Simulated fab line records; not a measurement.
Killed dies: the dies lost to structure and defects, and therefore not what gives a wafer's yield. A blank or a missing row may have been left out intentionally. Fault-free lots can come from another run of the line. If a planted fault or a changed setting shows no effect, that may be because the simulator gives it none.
What tool caused it? ; flow n5 finfet ; 24 lots, 72 wafers sampled, at 6 steps of a route of 1938

WHAT EACH GAUGE READ, for each wafer
No reading from a measuring or inspecting step in the record can be judged against a usual standard deviation.

WHICH TOOL RAN EACH LOT (tool, then ch and the chambers of the sampled wafers, then the start)
lot;N5_BEOL_M2_ANNEAL_95;N5_BEOL_M2_ANNEAL_51;N5_BEOL_M2_CO_CAP_55;N5_BEOL_M3_PRE_CLEAN_45;N5_BEOL_M3_SPUTTER_86;N5_BEOL_M4_HM_DEP_02
L074;pvd sputter-02, day 6 21:34;rtp anneal-02 ch 0, day 6 21:56;cvd co-02 ch 0,1,2, day 6 22:35;pvd sputter-02, day 7 01:55;pvd sputter-01, day 7 03:15;pvd sputter-01, day 7 07:20
L075;pvd sputter-02, day 7 10:02;rtp anneal-01 ch 0, day 7 10:22;cvd co-01 ch 0,2, day 7 11:02;pvd sputter-01, day 7 20:22;pvd sputter-03, day 7 21:55;pvd sputter-03, day 8 00:38
L076;pvd sputter-03, day 7 10:15;rtp anneal-01 ch 0, day 7 10:38;cvd co-02 ch 1,2, day 7 11:19;pvd sputter-02, day 7 17:50;pvd sputter-03, day 7 20:04;pvd sputter-03, day 7 23:28
L077;pvd sputter-01, day 7 10:22;rtp anneal-02 ch 0, day 7 10:47;cvd co-01 ch 1,2, day 7 11:25;pvd sputter-02, day 7 23:50;pvd sputter-03, day 8 01:28;pvd sputter-03, day 8 06:04
L078;pvd sputter-02, day 7 11:58;rtp anneal-01 ch 0, day 7 12:17;cvd co-01 ch 0,2, day 7 12:58;pvd sputter-02, day 8 00:10;pvd sputter-01, day 8 03:01;pvd sputter-01, day 8 06:22
L079;pvd sputter-02, day 7 19:41;rtp anneal-01 ch 0, day 7 20:01;cvd co-02 ch 1,2, day 7 20:43;pvd sputter-03, day 8 03:08;pvd sputter-03, day 8 04:41;pvd sputter-03, day 8 07:35
L081;pvd sputter-01, day 8 08:26;rtp anneal-01 ch 0, day 8 08:49;cvd co-02 ch 0,2, day 8 09:26;pvd sputter-01, day 8 14:03;pvd sputter-01, day 8 15:15;pvd sputter-03, day 8 18:23
L080;pvd sputter-02, day 8 10:34;rtp anneal-02 ch 0, day 8 11:14;cvd co-01 ch 1,2, day 8 11:52;pvd sputter-02, day 8 18:32;pvd sputter-02, day 8 19:44;pvd sputter-03, day 8 23:38
L082;pvd sputter-01, day 8 18:08;rtp anneal-02 ch 0, day 8 18:28;cvd co-02 ch 0,1,2, day 8 19:14;pvd sputter-01, day 9 02:34;pvd sputter-02, day 9 05:37;pvd sputter-01, day 9 09:14
L083;pvd sputter-02, day 9 08:39;rtp anneal-01 ch 0, day 9 09:01;cvd co-02 ch 0,1,2, day 9 09:41;pvd sputter-02, day 9 13:05;pvd sputter-02, day 9 14:41;pvd sputter-02, day 9 23:33
L084;pvd sputter-03, day 9 08:57;rtp anneal-01 ch 0, day 9 09:20;cvd co-02 ch 0,2, day 9 10:01;pvd sputter-02, day 9 20:40;pvd sputter-02, day 9 21:50;pvd sputter-02, day 10 00:57
L085;pvd sputter-03, day 9 11:43;rtp anneal-02 ch 0, day 9 12:05;cvd co-01 ch 1,2, day 9 12:57;pvd sputter-01, day 9 20:45;pvd sputter-01, day 9 22:05;pvd sputter-03, day 10 01:17
L086;pvd sputter-03, day 9 23:01;rtp anneal-02 ch 0, day 9 23:23;cvd co-02 ch 0,1,2, day 10 00:01;pvd sputter-01, day 10 03:53;pvd sputter-01, day 10 05:14;pvd sputter-02, day 10 08:14
L087;pvd sputter-02, day 10 10:30;rtp anneal-01 ch 0, day 10 10:52;cvd co-01 ch 0,1,2, day 10 11:33;pvd sputter-01, day 10 19:10;pvd sputter-01, day 10 22:05;pvd sputter-02, day 11 02:44
L088;pvd sputter-03, day 10 13:08;rtp anneal-01 ch 0, day 10 13:29;cvd co-01 ch 0,2, day 10 14:09;pvd sputter-02, day 10 23:55;pvd sputter-01, day 11 01:46;pvd sputter-03, day 11 05:29
L089;pvd sputter-02, day 10 16:14;rtp anneal-02 ch 0, day 10 16:37;cvd co-01 ch 0,2, day 10 17:14;pvd sputter-01, day 11 03:01;pvd sputter-03, day 11 04:16;pvd sputter-01, day 11 07:02
L090;pvd sputter-01, day 10 21:12;rtp anneal-02 ch 0, day 10 21:35;cvd co-02 ch 0,2, day 10 22:12;pvd sputter-01, day 11 03:18;pvd sputter-02, day 11 05:13;pvd sputter-03, day 11 07:52
L091;pvd sputter-01, day 11 06:17;rtp anneal-01 ch 0, day 11 06:43;cvd co-02 ch 0,1,2, day 11 07:20;pvd sputter-01, day 11 10:27;pvd sputter-01, day 11 11:37;pvd sputter-01, day 11 14:46
L092;pvd sputter-03, day 11 07:18;rtp anneal-01 ch 0, day 11 07:38;cvd co-02 ch 1,2, day 11 08:19;pvd sputter-01, day 11 13:01;pvd sputter-03, day 11 14:19;pvd sputter-03, day 11 19:22
L093;pvd sputter-01, day 11 09:46;rtp anneal-01 ch 0, day 11 10:21;cvd co-01 ch 0,2, day 11 10:57;pvd sputter-02, day 11 15:51;pvd sputter-02, day 11 17:21;pvd sputter-03, day 11 20:13
L094;pvd sputter-03, day 11 19:08;rtp anneal-01 ch 0, day 11 19:32;cvd co-01 ch 0,1,2, day 11 20:09;pvd sputter-02, day 12 09:49;pvd sputter-01, day 12 12:12;pvd sputter-01, day 12 14:52
L095;pvd sputter-02, day 11 22:09;rtp anneal-02 ch 0, day 11 22:29;cvd co-02 ch 0,1,2, day 11 23:09;pvd sputter-01, day 12 14:49;pvd sputter-01, day 12 17:57;pvd sputter-02, day 12 20:23
L096;pvd sputter-03, day 12 08:31;rtp anneal-02 ch 0, day 12 08:52;cvd co-02 ch 0,2, day 12 09:32;pvd sputter-02, day 12 19:53;pvd sputter-01, day 12 21:07;pvd sputter-02, day 13 01:14
L097;pvd sputter-03, day 12 12:05;rtp anneal-02 ch 0, day 12 12:25;cvd co-01 ch 0,2, day 12 13:05;pvd sputter-02, day 12 21:52;pvd sputter-01, day 12 23:14;pvd sputter-03, day 13 02:05
- N5_BEOL_M2_ANNEAL_95: time 240 s.
- N5_BEOL_M2_ANNEAL_51: time 90 s.
- N5_BEOL_M2_CO_CAP_55: material Co, precursor CCTBA/H2, target thk 2 nm, time 102.1 s.
- N5_BEOL_M3_PRE_CLEAN_45: time 30 s.
- N5_BEOL_M3_SPUTTER_86: material Cu, target thk 4.5 nm, time 8.29 s.
- N5_BEOL_M4_HM_DEP_02: deposits TiN, target thk 20 nm.

AS READ BY THE TOOLS THEMSELVES (means over the sampled wafers that have a number; for cases with no such wafer, the mark the record gives instead)
N5_BEOL_M2_ANNEAL_95. Usual: heater power w 877 W, standard deviation 110.
lot;tool;heater power w (W);flag
L074;pvd sputter-02;891;
L075;pvd sputter-02;888;
L076;pvd sputter-03;849;
L077;pvd sputter-01;1014;
L078;pvd sputter-02;946;
L079;pvd sputter-02;957;
L081;pvd sputter-01;724;
L080;pvd sputter-02;950;
L082;pvd sputter-01;833;
L083;pvd sputter-02;956;
L084;pvd sputter-03;870;
L085;pvd sputter-03;883;
L086;pvd sputter-03;860;
L087;pvd sputter-02;879;
L088;pvd sputter-03;837;
L089;pvd sputter-02;949;
L090;pvd sputter-01;862;
L091;pvd sputter-01;861;
L092;pvd sputter-03;790;
L093;pvd sputter-01;764;
L094;pvd sputter-03;887;
L095;pvd sputter-02;860;
L096;pvd sputter-03;865;
L097;pvd sputter-03;827;

N5_BEOL_M2_ANNEAL_51. Usual: wafer_temp_C_max 225.84, standard deviation 0.2.
lot;tool;wafer_temp_C_max;flag
L074;rtp anneal-02;226.02;
L075;rtp anneal-01;225.96;
L076;rtp anneal-01;225.81;
L077;rtp anneal-02;225.75;
L078;rtp anneal-01;225.74;
L079;rtp anneal-01;225.67;
L081;rtp anneal-01;225.78;
L080;rtp anneal-02;225.92;
L082;rtp anneal-02;226.05;
L083;rtp anneal-01;225.73;
L084;rtp anneal-01;225.84;
L085;rtp anneal-02;225.85;
L086;rtp anneal-02;225.78;
L087;rtp anneal-01;225.88;
L088;rtp anneal-01;226.03;
L089;rtp anneal-02;225.91;
L090;rtp anneal-02;225.76;
L091;rtp anneal-01;225.67;
L092;rtp anneal-01;225.99;
L093;rtp anneal-01;226.10;
L094;rtp anneal-01;225.75;
L095;rtp anneal-02;225.84;
L096;rtp anneal-02;225.67;
L097;rtp anneal-02;225.83;

N5_BEOL_M2_CO_CAP_55. Usual: chamber pressure Torr 30.00 Torr, standard deviation 0.064; heater power w 227 W, standard deviation 15.
lot;tool;chamber pressure Torr (Torr);heater power w (W);flag
L074;cvd co-02;29.95;220;
L075;cvd co-01;29.98;227;
L076;cvd co-02;30.01;208;
L077;cvd co-01;29.97;230;
L078;cvd co-01;30.07;239;
L079;cvd co-02;30.00;213;
L081;cvd co-02;30.05;229;
L080;cvd co-01;30.04;233;
L082;cvd co-02;30.04;219;
L083;cvd co-02;30.07;220;
L084;cvd co-02;30.00;231;
L085;cvd co-01;30.05;227;
L086;cvd co-02;30.00;219;
L087;cvd co-01;29.98;234;
L088;cvd co-01;29.99;238;
L089;cvd co-01;29.97;239;
L090;cvd co-02;30.01;215;
L091;cvd co-02;30.03;222;
L092;cvd co-02;30.02;208;
L093;cvd co-01;29.90;232;
L094;cvd co-01;30.02;238;
L095;cvd co-02;29.92;218;
L096;cvd co-02;30.04;225;
L097;cvd co-01;29.96;237;

N5_BEOL_M3_PRE_CLEAN_45. Usual: heater power w 353 W, standard deviation 55.
lot;tool;heater power w (W);flag
L074;pvd sputter-02;382;
L075;pvd sputter-01;345;
L076;pvd sputter-02;329;
L077;pvd sputter-02;349;
L078;pvd sputter-02;354;
L079;pvd sputter-03;347;
L081;pvd sputter-01;340;
L080;pvd sputter-02;380;
L082;pvd sputter-01;325;
L083;pvd sputter-02;383;
L084;pvd sputter-02;410;
L085;pvd sputter-01;308;
L086;pvd sputter-01;370;
L087;pvd sputter-01;395;
L088;pvd sputter-02;391;
L089;pvd sputter-01;350;
L090;pvd sputter-01;364;
L091;pvd sputter-01;284;
L092;pvd sputter-01;404;
L093;pvd sputter-02;352;
L094;pvd sputter-02;379;
L095;pvd sputter-01;370;
L096;pvd sputter-02;380;
L097;pvd sputter-02;386;

N5_BEOL_M3_SPUTTER_86. Usual: chamber pressure pa 0.07 Pa, standard deviation 0.00014; throttle valve pct 30.6 %, standard deviation 0.84.
lot;tool;chamber pressure pa (Pa);throttle valve pct (%);flag
L074;pvd sputter-01;0.07;30.7;
L075;pvd sputter-03;0.07;30.3;
L076;pvd sputter-03;0.07;30.2;
L077;pvd sputter-03;0.07;30.1;
L078;pvd sputter-01;0.07;31.1;
L079;pvd sputter-03;0.07;29.5;
L081;pvd sputter-01;0.07;31.2;
L080;pvd sputter-02;0.07;30.3;
L082;pvd sputter-02;0.07;30.0;
L083;pvd sputter-02;0.07;30.5;
L084;pvd sputter-02;0.07;30.2;
L085;pvd sputter-01;0.07;31.1;
L086;pvd sputter-01;0.07;31.1;
L087;pvd sputter-01;0.07;31.2;
L088;pvd sputter-01;0.07;30.7;
L089;pvd sputter-03;0.07;30.3;
L090;pvd sputter-02;0.07;29.9;
L091;pvd sputter-01;0.07;30.4;
L092;pvd sputter-03;0.07;30.2;
L093;pvd sputter-02;0.07;30.9;
L094;pvd sputter-01;0.07;31.2;
L095;pvd sputter-01;0.07;31.3;
L096;pvd sputter-01;0.07;31.3;
L097;pvd sputter-01;0.07;30.7;

N5_BEOL_M4_HM_DEP_02. Usual: chamber pressure pa 0.4997 Pa, standard deviation 0.00091; throttle valve pct 30.4 %, standard deviation 0.83.
lot;tool;chamber pressure pa (Pa);throttle valve pct (%);flag
L074;pvd sputter-01;0.4991;30.9;
L075;pvd sputter-03;0.4993;29.6;
L076;pvd sputter-03;0.5006;29.5;
L077;pvd sputter-03;0.4994;29.6;
L078;pvd sputter-01;0.4988;31.4;
L079;pvd sputter-03;0.5001;29.7;
L081;pvd sputter-03;0.4997;29.6;
L080;pvd sputter-03;0.4999;30.3;
L082;pvd sputter-01;0.4996;31.1;
L083;pvd sputter-02;0.4992;30.5;
L084;pvd sputter-02;0.4999;30.7;
L085;pvd sputter-03;0.4992;30.2;
L086;pvd sputter-02;0.5010;30.2;
L087;pvd sputter-02;0.4996;30.0;
L088;pvd sputter-03;0.4995;29.6;
L089;pvd sputter-01;0.5004;30.9;
L090;pvd sputter-03;0.5001;29.7;
L091;pvd sputter-01;0.4994;30.7;
L092;pvd sputter-03;0.5001;29.7;
L093;pvd sputter-03;0.4995;29.8;
L094;pvd sputter-01;0.5001;30.8;
L095;pvd sputter-02;0.4998;29.6;
L096;pvd sputter-02;0.4996;30.7;
L097;pvd sputter-03;0.5004;29.7;

THE ANSWER, worked out from the rows above alone
Rule: take the mean of a lot's wafers that have a number; if it is more than 3 standard deviations from the usual mean, the lot is off. A lot without any number at a reading at which 4 lots or more have one is off too. All remaining lots with rows at the step are treated as sound. First the gauges in route order, then the tools' own readings, where a lot's mean is used as printed above. The first step at which some lot is off is used, and at that step the reading that is off furthest; a lot without a number counts as furthest.
No lot is off at any reading shown: from this, nothing can be told.

WHAT THE SIMULATOR PUT IN
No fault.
